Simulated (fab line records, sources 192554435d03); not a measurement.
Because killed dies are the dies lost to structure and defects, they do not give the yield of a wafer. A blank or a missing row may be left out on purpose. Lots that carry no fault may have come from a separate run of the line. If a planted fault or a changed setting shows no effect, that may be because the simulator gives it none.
A struck lot beside a sound one / flow n5_finfet / 16 steps out of a route of 1938
Sound: these wafers, L746.2, L746.5, L746.6. Wafers L750.1, L750.2 were the ones struck. At the end, the cause is stated.
At each step with rows: each side's tool, then ch and its chambers, then its first start. Under that, the readings that differ: sound wafers / struck wafers / difference of the means / sigmas: that difference in standard deviations of wafers without a fault.
alike: readings with means less than 2 such deviations apart, plus words and numbers identical on both sides. not compared: withheld readings, readings lacking a value on some wafer, bounds such as >300 that could conceal the same value, and numbers that have no deviation in the record and whose values overlap.
The two part at a step that has a row with sigmas, a row that says differs or no value, or rows on one side only. Non-overlapping numbers with no deviation appear without sigmas and do not part them. A reading that every wafer of one side lacks parts them only if that side has two wafers or more.

first, 7 steps without rows for these wafers: N5_SDB_COAT_04 (time 60 s, resist thk 18 nm); N5_SDB_COAT_05 (resist thk 90 nm); N5_SDB_EBR_07; N5_SDB_SOFTBAKE_06 (time 60 s); N5_SDB_EXPOSE_08 (exposes mask SDB); N5_SDB_PEB_09 (peb time 60 s); N5_SDB_DEVELOP_10 (develop time 30 s).
N5_SDB_CD_MEAS_11 targets a cd of 50 nm.
  sound on cd_sem-03 ch 0, day 6 01:58; struck on cd_sem-01 ch 0, day 7 00:58
reading=cd_nm (nm); sound=49.1 48.2 48.4; struck=51.4 51.4; difference=+2.8; sigmas=+3
N5_SDB_OVL_MEAS_12:
  sound on overlay-01 ch 0, day 6 01:59; struck on overlay-01 ch 0, day 7 01:00
  alike: SDB_OVL
N5_SDB_INSPECT_13: inspects for defects (brightfield).
  struck on defect_inspect-01, day 7 01:01; sound on defect_inspect-02, day 6 02:01
  alike: raw_defect_count
N5_SDB_DESCUM_16: chemistry O2, time 7.9 s.
  sound on rie_diel-02 ch 1,2,3, day 6 02:05; struck on rie_diel-05 ch 2,3, day 7 01:16
reading=oes_product_au (a.u.); sound=0.99 0.96 0.83; struck=0.73 0.73; difference=-0.20; sigmas=-2
  alike: drypump_motor_current_A, rf_vpp_V, showerhead_plenum_p_Torr, throttle_valve_pct
  not compared: rf_hours_counter_h
N5_SDB_ETCH_17: etches SiARC in CF4, target depth 23.4 nm, time 39 s.
  sound on rie_diel-02 ch 1,2,3, day 6 02:07; struck on rie_diel-05 ch 2,3, day 7 01:17
reading=oes_product_au (a.u.); sound=0.84 0.82 0.71; struck=0.62 0.62; difference=-0.17; sigmas=-2
  alike: drypump_motor_current_A, etch_rf_on_time_s, rf_vpp_V, showerhead_plenum_p_Torr, throttle_valve_pct
  not compared: rf_hours_counter_h
N5_SDB_ETCH_18: etches SOC in N2/H2, target depth 100 nm, overetch 20 nm, time 150 s.
  sound on rie_diel-02 ch 1,2,3, day 6 02:09; struck on rie_diel-05 ch 2,3, day 7 01:20
reading=oes_product_au (a.u.); sound=0.88 0.85 0.74; struck=0.64 0.64; difference=-0.18; sigmas=-2
reading=model.SiARC_of_SDB_COAT_04.thk_nm (nm); sound=12.8 12.8 12.6; struck=11.2 10.8; difference=-1.7; sigmas=
  alike: drypump_motor_current_A, rf_vpp_V, showerhead_plenum_p_Torr, throttle_valve_pct
  not compared: rf_hours_counter_h
then, 1 step without rows for these wafers: N5_SDB_STRIP_19 (strips in N2/H2).
-- the record jumps here: 5 days lie between the struck wafers' starts before and after (it left off in module SDB and takes up again in module BEOL_M4, whose first step shown is number 1111 of the route) --
N5_BEOL_M4_RC_MEAS_101:
  sound on prober-02 ch 0, day 10 18:28; struck on prober-01 ch 0, day 11 23:54
  alike: DIBL_N, DIBL_P, IOFF_N, IOFF_P, ION_N, ION_P, SS_N, SS_P, VT_N, VT_P
-- the record jumps here: 5 days lie between the struck wafers' starts before and after (it left off in module BEOL_M4 and takes up again in module PASSIVATION, whose first step shown is number 1936 of the route) --
N5_PASSIVATION_PROBE_49:
  rows exist in the record for the struck wafers here (prober-01, day 16 12:34), but not for the sound ones

## WHERE THEY PART
Last at N5_PASSIVATION_PROBE_49 as far as this record goes, first at N5_SDB_CD_MEAS_11.

WHY: whatever the simulator had introduced
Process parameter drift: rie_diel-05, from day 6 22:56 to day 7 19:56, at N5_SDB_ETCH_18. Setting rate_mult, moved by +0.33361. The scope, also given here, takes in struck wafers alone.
